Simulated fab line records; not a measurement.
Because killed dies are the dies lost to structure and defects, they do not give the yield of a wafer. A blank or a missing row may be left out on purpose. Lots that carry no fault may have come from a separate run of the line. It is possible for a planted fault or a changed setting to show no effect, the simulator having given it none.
Which tool did it? :: flow n5Finfet :: 72 wafers from 24 lots sampled at 4 of the route's 1938 steps

== WHAT THE GAUGES SHOWED, per wafer ==
N5_BEOL_M0_SAQP_CD_MEAS_14 targets a cd of 42.5 nm.
lot: L074
measured: day 5 09:50
on: cdSem-01
cdNm (nm): 42.84 42.79 42.93

lot: L075
measured: day 5 17:01
on: cdSem-02
cdNm (nm): 42.88 42.73 42.71

lot: L076
measured: day 5 22:05
on: cdSem-03
cdNm (nm): 42.52 42.29 42.41

lot: L077
measured: day 6 02:13
on: cdSem-03
cdNm (nm): 41.66 41.67 42.27

lot: L078
measured: day 6 09:49
on: cdSem-02
cdNm (nm): 42.52 42.55 42.40

lot: L079
measured: day 6 12:43
on: cdSem-02
cdNm (nm): 42.27 42.29 42.52

lot: L080
measured: day 6 22:46
on: cdSem-02
cdNm (nm): 41.81 42.06 42.26

lot: L081
measured: day 7 08:41
on: cdSem-01
cdNm (nm): 42.48 42.74 42.51

lot: L082
measured: day 7 09:46
on: cdSem-01
cdNm (nm): 42.55 42.33 42.39

lot: L083
measured: day 7 13:16
on: cdSem-03
cdNm (nm): 42.41 42.52 42.27

lot: L084
measured: day 8 01:10
on: cdSem-02
cdNm (nm): 42.51 41.96 42.49

lot: L085
measured: day 8 07:18
on: cdSem-03
cdNm (nm): 42.95 42.52 42.64

lot: L086
measured: day 8 10:26
on: cdSem-03
cdNm (nm): 42.45 42.52 42.59

lot: L087
measured: day 8 18:41
on: cdSem-03
cdNm (nm): 42.53 42.43 42.49

lot: L088
measured: day 9 03:04
on: cdSem-03
cdNm (nm): 42.59 42.54 42.34

lot: L089
measured: day 9 05:50
on: cdSem-01
cdNm (nm): 42.58 42.44 43.10

lot: L090
measured: day 9 15:58
on: cdSem-01
cdNm (nm): 42.39 42.39 42.52

lot: L092
measured: day 9 23:29
on: cdSem-01
cdNm (nm): 42.16 42.23 42.60

lot: L091
measured: day 10 04:05
on: cdSem-03
cdNm (nm): 42.35 42.48 42.59

lot: L093
measured: day 10 08:23
on: cdSem-03
cdNm (nm): 42.74 42.69 43.08

lot: L094
measured: day 10 10:39
on: cdSem-02
cdNm (nm): 42.28 42.35 42.22

lot: L095
measured: day 10 14:04
on: cdSem-02
cdNm (nm): 42.23 42.30 42.26

lot: L096
measured: day 10 20:52
on: cdSem-03
cdNm (nm): 42.64 42.56 42.18

lot: L097
measured: day 11 10:36
on: cdSem-02
cdNm (nm): 43.04 42.90 42.83

== WHAT TOOL EACH LOT RAN ON (gives the tool, then ch and the chambers of the sampled wafers, and finally the start) ==
lot: L074
N5_MOL_CONTACT_COAG_PRE_CLEAN_141: pvdSputter-03, day 4 16:37
N5_MOL_CONTACT_COAG_ETCH_47: rieDiel-04 ch 0,2,3, day 5 02:08
N5_MOL_CONTACT_COAG_ALD_133: aldSin-03 ch 0,1,2, day 5 02:56

lot: L075
N5_MOL_CONTACT_COAG_PRE_CLEAN_141: pvdSputter-01, day 5 00:59
N5_MOL_CONTACT_COAG_ETCH_47: rieDiel-03 ch 0,1, day 5 09:20
N5_MOL_CONTACT_COAG_ALD_133: aldSin-03 ch 0,3, day 5 10:16

lot: L076
N5_MOL_CONTACT_COAG_PRE_CLEAN_141: pvdSputter-01, day 5 05:07
N5_MOL_CONTACT_COAG_ETCH_47: rieDiel-01 ch 1,2,3, day 5 13:10
N5_MOL_CONTACT_COAG_ALD_133: aldSin-02 ch 1,2,3, day 5 14:19

lot: L077
N5_MOL_CONTACT_COAG_PRE_CLEAN_141: pvdSputter-01, day 5 09:46
N5_MOL_CONTACT_COAG_ETCH_47: rieDiel-01 ch 0,1, day 5 17:57
N5_MOL_CONTACT_COAG_ALD_133: aldSin-03 ch 1,2,3, day 5 18:45

lot: L078
N5_MOL_CONTACT_COAG_PRE_CLEAN_141: pvdSputter-01, day 5 18:29
N5_MOL_CONTACT_COAG_ETCH_47: rieDiel-01 ch 0,1,2, day 6 02:10
N5_MOL_CONTACT_COAG_ALD_133: aldSin-01 ch 1,2,3, day 6 03:20

lot: L079
N5_MOL_CONTACT_COAG_PRE_CLEAN_141: pvdSputter-03, day 5 22:17
N5_MOL_CONTACT_COAG_ETCH_47: rieDiel-04 ch 0,2,3, day 6 06:07
N5_MOL_CONTACT_COAG_ALD_133: aldSin-01 ch 0,1,2, day 6 06:56

lot: L080
N5_MOL_CONTACT_COAG_PRE_CLEAN_141: pvdSputter-01, day 6 09:27
N5_MOL_CONTACT_COAG_ETCH_47: rieDiel-04 ch 1,2, day 6 16:23
N5_MOL_CONTACT_COAG_ALD_133: aldSin-02 ch 0,1,2, day 6 17:11

lot: L081
N5_MOL_CONTACT_COAG_PRE_CLEAN_141: pvdSputter-03, day 6 15:11
N5_MOL_CONTACT_COAG_ETCH_47: rieDiel-01 ch 0,1,3, day 6 23:32
N5_MOL_CONTACT_COAG_ALD_133: aldSin-01 ch 0,1,2, day 7 00:31

lot: L082
N5_MOL_CONTACT_COAG_PRE_CLEAN_141: pvdSputter-02, day 6 15:55
N5_MOL_CONTACT_COAG_ETCH_47: rieDiel-04 ch 0,1,3, day 7 00:13
N5_MOL_CONTACT_COAG_ALD_133: aldSin-01 ch 1,2,3, day 7 01:01

lot: L083
N5_MOL_CONTACT_COAG_PRE_CLEAN_141: pvdSputter-03, day 6 23:04
N5_MOL_CONTACT_COAG_ETCH_47: rieDiel-03 ch 0,2,3, day 7 06:28
N5_MOL_CONTACT_COAG_ALD_133: aldSin-02 ch 2,3, day 7 07:16

lot: L084
N5_MOL_CONTACT_COAG_PRE_CLEAN_141: pvdSputter-03, day 7 08:17
N5_MOL_CONTACT_COAG_ETCH_47: rieDiel-04 ch 0,2,3, day 7 17:31
N5_MOL_CONTACT_COAG_ALD_133: aldSin-03 ch 0,2, day 7 18:26

lot: L085
N5_MOL_CONTACT_COAG_PRE_CLEAN_141: pvdSputter-01, day 7 16:12
N5_MOL_CONTACT_COAG_ETCH_47: rieDiel-03 ch 1,3, day 8 00:14
N5_MOL_CONTACT_COAG_ALD_133: aldSin-03 ch 1,3, day 8 01:10

lot: L086
N5_MOL_CONTACT_COAG_PRE_CLEAN_141: pvdSputter-02, day 7 16:56
N5_MOL_CONTACT_COAG_ETCH_47: rieDiel-01 ch 1,2, day 8 00:38
N5_MOL_CONTACT_COAG_ALD_133: aldSin-02 ch 0,1, day 8 01:52

lot: L087
N5_MOL_CONTACT_COAG_PRE_CLEAN_141: pvdSputter-03, day 8 00:45
N5_MOL_CONTACT_COAG_ETCH_47: rieDiel-04 ch 0,2,3, day 8 10:32
N5_MOL_CONTACT_COAG_ALD_133: aldSin-03 ch 0,1,2, day 8 11:35

lot: L088
N5_MOL_CONTACT_COAG_PRE_CLEAN_141: pvdSputter-03, day 8 09:18
N5_MOL_CONTACT_COAG_ETCH_47: rieDiel-01 ch 0,3, day 8 19:34
N5_MOL_CONTACT_COAG_ALD_133: aldSin-01 ch 0,1,2, day 8 20:53

lot: L089
N5_MOL_CONTACT_COAG_PRE_CLEAN_141: pvdSputter-01, day 8 14:57
N5_MOL_CONTACT_COAG_ETCH_47: rieDiel-01 ch 0,1,2, day 8 23:08
N5_MOL_CONTACT_COAG_ALD_133: aldSin-02 ch 0,2,3, day 9 00:04

lot: L090
N5_MOL_CONTACT_COAG_PRE_CLEAN_141: pvdSputter-01, day 8 21:32
N5_MOL_CONTACT_COAG_ETCH_47: rieDiel-01 ch 0,1,3, day 9 05:35
N5_MOL_CONTACT_COAG_ALD_133: aldSin-01 ch 0,2,3, day 9 06:32

lot: L092
N5_MOL_CONTACT_COAG_PRE_CLEAN_141: pvdSputter-03, day 9 07:52
N5_MOL_CONTACT_COAG_ETCH_47: rieDiel-03 ch 0,1,3, day 9 14:38
N5_MOL_CONTACT_COAG_ALD_133: aldSin-01 ch 0,1,3, day 9 15:27

lot: L091
N5_MOL_CONTACT_COAG_PRE_CLEAN_141: pvdSputter-03, day 9 08:53
N5_MOL_CONTACT_COAG_ETCH_47: rieDiel-04 ch 0,2,3, day 9 20:23
N5_MOL_CONTACT_COAG_ALD_133: aldSin-02 ch 0,2, day 9 21:19

lot: L093
N5_MOL_CONTACT_COAG_PRE_CLEAN_141: pvdSputter-01, day 9 15:23
N5_MOL_CONTACT_COAG_ETCH_47: rieDiel-04 ch 0,3, day 9 23:01
N5_MOL_CONTACT_COAG_ALD_133: aldSin-01 ch 1,2,3, day 9 23:49

lot: L094
N5_MOL_CONTACT_COAG_PRE_CLEAN_141: pvdSputter-03, day 9 18:03
N5_MOL_CONTACT_COAG_ETCH_47: rieDiel-03 ch 0,1,3, day 10 03:08
N5_MOL_CONTACT_COAG_ALD_133: aldSin-03 ch 1,2, day 10 03:56

lot: L095
N5_MOL_CONTACT_COAG_PRE_CLEAN_141: pvdSputter-01, day 9 23:53
N5_MOL_CONTACT_COAG_ETCH_47: rieDiel-01 ch 0,1,2, day 10 06:56
N5_MOL_CONTACT_COAG_ALD_133: aldSin-02 ch 0,2,3, day 10 07:56

lot: L096
N5_MOL_CONTACT_COAG_PRE_CLEAN_141: pvdSputter-02, day 10 05:28
N5_MOL_CONTACT_COAG_ETCH_47: rieDiel-03 ch 0,1,3, day 10 13:42
N5_MOL_CONTACT_COAG_ALD_133: aldSin-01 ch 0,1, day 10 14:43

lot: L097
N5_MOL_CONTACT_COAG_PRE_CLEAN_141: pvdSputter-02, day 10 14:44
N5_MOL_CONTACT_COAG_ETCH_47: rieDiel-01 ch 0,1,3, day 11 01:56
N5_MOL_CONTACT_COAG_ALD_133: aldSin-03 ch 0,3, day 11 03:55
- N5_MOL_CONTACT_COAG_PRE_CLEAN_141: time 60 s.
- N5_MOL_CONTACT_COAG_ETCH_47: etches SiNx in CH3F/O2, stops on W, target depth 27 nm.
- N5_MOL_CONTACT_COAG_ALD_133: deposits SiO2, target thk 5 nm, pulse time 1 s, co reactant pulse time 1 s.

== AS READ BY THE TOOLS THEMSELVES (means over the sampled wafers that have a number; for cases with no such wafer, the mark the record gives instead) ==
N5_MOL_CONTACT_COAG_PRE_CLEAN_141.
lot: L074
tool: pvdSputter-03
heaterPowerW (W): 478
susceptorTempC (C): 300.07

lot: L075
tool: pvdSputter-01
heaterPowerW (W): 462
susceptorTempC (C): 299.72

lot: L076
tool: pvdSputter-01
heaterPowerW (W): 424
susceptorTempC (C): 299.97

lot: L077
tool: pvdSputter-01
heaterPowerW (W): 421
susceptorTempC (C): 300.02

lot: L078
tool: pvdSputter-01
heaterPowerW (W): 470
susceptorTempC (C): 299.87

lot: L079
tool: pvdSputter-03
heaterPowerW (W): 474
susceptorTempC (C): 299.91

lot: L080
tool: pvdSputter-01
heaterPowerW (W): 486
susceptorTempC (C): 300.01

lot: L081
tool: pvdSputter-03
heaterPowerW (W): 485
susceptorTempC (C): 300.21

lot: L082
tool: pvdSputter-02
heaterPowerW (W): 478
susceptorTempC (C): 299.79

lot: L083
tool: pvdSputter-03
heaterPowerW (W): 474
susceptorTempC (C): 299.89

lot: L084
tool: pvdSputter-03
heaterPowerW (W): 480
susceptorTempC (C): 300.14

lot: L085
tool: pvdSputter-01
heaterPowerW (W): 468
susceptorTempC (C): 300.02

lot: L086
tool: pvdSputter-02
heaterPowerW (W): 425
susceptorTempC (C): 299.99

lot: L087
tool: pvdSputter-03
heaterPowerW (W): 478
susceptorTempC (C): 299.92

lot: L088
tool: pvdSputter-03
heaterPowerW (W): 485
susceptorTempC (C): 300.14

lot: L089
tool: pvdSputter-01
heaterPowerW (W): 427
susceptorTempC (C): 299.76

lot: L090
tool: pvdSputter-01
heaterPowerW (W): 465
susceptorTempC (C): 299.98

lot: L092
tool: pvdSputter-03
heaterPowerW (W): 471
susceptorTempC (C): 299.94

lot: L091
tool: pvdSputter-03
heaterPowerW (W): 489
susceptorTempC (C): 300.10

lot: L093
tool: pvdSputter-01
heaterPowerW (W): 521
susceptorTempC (C): 300.31

lot: L094
tool: pvdSputter-03
heaterPowerW (W): 491
susceptorTempC (C): 300.26

lot: L095
tool: pvdSputter-01
heaterPowerW (W): 421
susceptorTempC (C): 299.91

lot: L096
tool: pvdSputter-02
heaterPowerW (W): 439
susceptorTempC (C): 299.93

lot: L097
tool: pvdSputter-02
heaterPowerW (W): 475
susceptorTempC (C): 299.96

N5_MOL_CONTACT_COAG_ETCH_47.
lot: L074
tool: rieDiel-04
drypumpMotorCurrentA (A): 5.6
etchRfOnTimeS (s): 31.1
oesProductAu (a.u.): 0.76
rfVppV (V): 298
showerheadPlenumPTorr (Torr): 2.06
throttleValvePct (%): 16.33

lot: L075
tool: rieDiel-03
drypumpMotorCurrentA (A): 5.5
etchRfOnTimeS (s): 31.4
oesProductAu (a.u.): 0.61
rfVppV (V): 299
showerheadPlenumPTorr (Torr): 1.97
throttleValvePct (%): 16.49

lot: L076
tool: rieDiel-01
drypumpMotorCurrentA (A): 6.0
etchRfOnTimeS (s): 31.1
oesProductAu (a.u.): 0.67
rfVppV (V): 297
showerheadPlenumPTorr (Torr): 1.97
throttleValvePct (%): 16.36

lot: L077
tool: rieDiel-01
drypumpMotorCurrentA (A): 6.0
etchRfOnTimeS (s): 31.1
oesProductAu (a.u.): 0.72
rfVppV (V): 299
showerheadPlenumPTorr (Torr): 1.95
throttleValvePct (%): 16.09

lot: L078
tool: rieDiel-01
drypumpMotorCurrentA (A): 6.0
etchRfOnTimeS (s): 31.3
oesProductAu (a.u.): 0.67
rfVppV (V): 298
showerheadPlenumPTorr (Torr): 1.96
throttleValvePct (%): 16.21

lot: L079
tool: rieDiel-04
drypumpMotorCurrentA (A): 5.6
etchRfOnTimeS (s): 31.2
oesProductAu (a.u.): 0.75
rfVppV (V): 298
showerheadPlenumPTorr (Torr): 2.06
throttleValvePct (%): 16.36

lot: L080
tool: rieDiel-04
drypumpMotorCurrentA (A): 5.8
etchRfOnTimeS (s): 31.3
oesProductAu (a.u.): 0.72
rfVppV (V): 300
showerheadPlenumPTorr (Torr): 2.10
throttleValvePct (%): 16.59

lot: L081
tool: rieDiel-01
drypumpMotorCurrentA (A): 5.9
etchRfOnTimeS (s): 31.0
oesProductAu (a.u.): 0.69
rfVppV (V): 297
showerheadPlenumPTorr (Torr): 1.94
throttleValvePct (%): 16.27

lot: L082
tool: rieDiel-04
drypumpMotorCurrentA (A): 5.8
etchRfOnTimeS (s): 30.8
oesProductAu (a.u.): 0.78
rfVppV (V): 300
showerheadPlenumPTorr (Torr): 2.07
throttleValvePct (%): 16.21

lot: L083
tool: rieDiel-03
drypumpMotorCurrentA (A): 5.5
etchRfOnTimeS (s): 31.5
oesProductAu (a.u.): 0.66
rfVppV (V): 297
showerheadPlenumPTorr (Torr): 1.99
throttleValvePct (%): 16.60

lot: L084
tool: rieDiel-04
drypumpMotorCurrentA (A): 5.6
etchRfOnTimeS (s): 31.1
oesProductAu (a.u.): 0.74
rfVppV (V): 298
showerheadPlenumPTorr (Torr): 2.05
throttleValvePct (%): 16.38

lot: L085
tool: rieDiel-03
drypumpMotorCurrentA (A): 6.2
etchRfOnTimeS (s): 30.7
oesProductAu (a.u.): 0.80
rfVppV (V): 294
showerheadPlenumPTorr (Torr): 1.95
throttleValvePct (%): 16.11

lot: L086
tool: rieDiel-01
drypumpMotorCurrentA (A): 6.1
etchRfOnTimeS (s): 31.4
oesProductAu (a.u.): 0.63
rfVppV (V): 297
showerheadPlenumPTorr (Torr): 1.98
throttleValvePct (%): 16.34

lot: L087
tool: rieDiel-04
drypumpMotorCurrentA (A): 5.6
etchRfOnTimeS (s): 30.7
oesProductAu (a.u.): 0.73
rfVppV (V): 298
showerheadPlenumPTorr (Torr): 2.05
throttleValvePct (%): 16.40

lot: L088
tool: rieDiel-01
drypumpMotorCurrentA (A): 5.9
etchRfOnTimeS (s): 31.1
oesProductAu (a.u.): 0.72
rfVppV (V): 299
showerheadPlenumPTorr (Torr): 1.93
throttleValvePct (%): 16.15

lot: L089
tool: rieDiel-01
drypumpMotorCurrentA (A): 6.1
etchRfOnTimeS (s): 31.5
oesProductAu (a.u.): 0.66
rfVppV (V): 298
showerheadPlenumPTorr (Torr): 1.96
throttleValvePct (%): 16.25

lot: L090
tool: rieDiel-01
drypumpMotorCurrentA (A): 5.9
etchRfOnTimeS (s): 31.5
oesProductAu (a.u.): 0.67
rfVppV (V): 298
showerheadPlenumPTorr (Torr): 1.94
throttleValvePct (%): 16.31

lot: L092
tool: rieDiel-03
drypumpMotorCurrentA (A): 5.8
etchRfOnTimeS (s): 30.7
oesProductAu (a.u.): 0.77
rfVppV (V): 297
showerheadPlenumPTorr (Torr): 1.94
throttleValvePct (%): 16.20

lot: L091
tool: rieDiel-04
drypumpMotorCurrentA (A): 5.6
etchRfOnTimeS (s): 31.2
oesProductAu (a.u.): 0.71
rfVppV (V): 298
showerheadPlenumPTorr (Torr): 2.05
throttleValvePct (%): 16.42

lot: L093
tool: rieDiel-04
drypumpMotorCurrentA (A): 5.5
etchRfOnTimeS (s): 30.9
oesProductAu (a.u.): 0.74
rfVppV (V): 296
showerheadPlenumPTorr (Torr): 2.00
throttleValvePct (%): 16.17

lot: L094
tool: rieDiel-03
drypumpMotorCurrentA (A): 5.8
etchRfOnTimeS (s): 30.7
oesProductAu (a.u.): 0.77
rfVppV (V): 296
showerheadPlenumPTorr (Torr): 1.94
throttleValvePct (%): 16.22

lot: L095
tool: rieDiel-01
drypumpMotorCurrentA (A): 6.1
etchRfOnTimeS (s): 31.5
oesProductAu (a.u.): 0.65
rfVppV (V): 298
showerheadPlenumPTorr (Torr): 1.95
throttleValvePct (%): 16.27

lot: L096
tool: rieDiel-03
drypumpMotorCurrentA (A): 5.7
etchRfOnTimeS (s): 30.7
oesProductAu (a.u.): 0.76
rfVppV (V): 297
showerheadPlenumPTorr (Torr): 1.94
throttleValvePct (%): 16.24

lot: L097
tool: rieDiel-01
drypumpMotorCurrentA (A): 5.9
etchRfOnTimeS (s): 31.3
oesProductAu (a.u.): 0.66
rfVppV (V): 298
showerheadPlenumPTorr (Torr): 1.93
throttleValvePct (%): 16.34

N5_MOL_CONTACT_COAG_ALD_133.
lot: L074
tool: aldSin-03
heaterPowerW (W): 78
precursorPulseHeightRel: 1.003
susceptorTempC (C): 99.93

lot: L075
tool: aldSin-03
heaterPowerW (W): 81
precursorPulseHeightRel: 0.985
susceptorTempC (C): 99.99

lot: L076
tool: aldSin-02
heaterPowerW (W): 75
precursorPulseHeightRel: 0.996
susceptorTempC (C): 100.01

lot: L077
tool: aldSin-03
heaterPowerW (W): 77
precursorPulseHeightRel: 0.983
susceptorTempC (C): 100.11

lot: L078
tool: aldSin-01
heaterPowerW (W): 92
precursorPulseHeightRel: 0.985
susceptorTempC (C): 99.87

lot: L079
tool: aldSin-01
heaterPowerW (W): 87
precursorPulseHeightRel: 0.991
susceptorTempC (C): 99.99

lot: L080
tool: aldSin-02
heaterPowerW (W): 72
precursorPulseHeightRel: 0.994
susceptorTempC (C): 99.98

lot: L081
tool: aldSin-01
heaterPowerW (W): 85
precursorPulseHeightRel: 0.981
susceptorTempC (C): 100.23

lot: L082
tool: aldSin-01
heaterPowerW (W): 90
precursorPulseHeightRel: 0.982
susceptorTempC (C): 99.97

lot: L083
tool: aldSin-02
heaterPowerW (W): 83
precursorPulseHeightRel: 1.001
susceptorTempC (C): 99.96

lot: L084
tool: aldSin-03
heaterPowerW (W): 84
precursorPulseHeightRel: 0.988
susceptorTempC (C): 99.91

lot: L085
tool: aldSin-03
heaterPowerW (W): 74
precursorPulseHeightRel: 0.991
susceptorTempC (C): 100.06

lot: L086
tool: aldSin-02
heaterPowerW (W): 72
precursorPulseHeightRel: 1.019
susceptorTempC (C): 99.95

lot: L087
tool: aldSin-03
heaterPowerW (W): 79
precursorPulseHeightRel: 0.994
susceptorTempC (C): 99.99

lot: L088
tool: aldSin-01
heaterPowerW (W): 86
precursorPulseHeightRel: 1.002
susceptorTempC (C): 99.87

lot: L089
tool: aldSin-02
heaterPowerW (W): 78
precursorPulseHeightRel: 0.987
susceptorTempC (C): 100.00

lot: L090
tool: aldSin-01
heaterPowerW (W): 83
precursorPulseHeightRel: 0.994
susceptorTempC (C): 100.00

lot: L092
tool: aldSin-01
heaterPowerW (W): 82
precursorPulseHeightRel: 0.992
susceptorTempC (C): 100.04

lot: L091
tool: aldSin-02
heaterPowerW (W): 73
precursorPulseHeightRel: 1.001
susceptorTempC (C): 100.04

lot: L093
tool: aldSin-01
heaterPowerW (W): 91
precursorPulseHeightRel: 0.985
susceptorTempC (C): 100.06

lot: L094
tool: aldSin-03
heaterPowerW (W): 81
precursorPulseHeightRel: 1.012
susceptorTempC (C): 100.05

lot: L095
tool: aldSin-02
heaterPowerW (W): 79
precursorPulseHeightRel: 0.996
susceptorTempC (C): 100.05

lot: L096
tool: aldSin-01
heaterPowerW (W): 77
precursorPulseHeightRel: 1.009
susceptorTempC (C): 99.94

lot: L097
tool: aldSin-03
heaterPowerW (W): 82
precursorPulseHeightRel: 0.992
susceptorTempC (C): 100.07

== THE ANSWER, worked out from the rows above alone ==
Rule: what is usual is taken from the lots themselves. The widest of any qualifying gaps counts: lots, ordered by their means at a reading, are off when they make up no more than a third of the lots, leave a main group of 4 or more, and stand apart from it by 3 or more times the standard deviation of that group's means. Not used: any main group whose means are identical at the precision the tables above print for the reading. Also off: a lot with no number at a reading for which 4 or more lots have one. The other lots that the step has rows for count as sound. Order of review: gauges by route order, followed by the tools' own readings, for which a lot's mean as printed above is used. At the first step where some lot is off, the reading lying furthest off is the one used; lots without a number count as furthest.
None of the lots is off at any reading shown; this tells nothing.

== WHAT HAD BEEN PUT IN BY THE SIMULATOR ==
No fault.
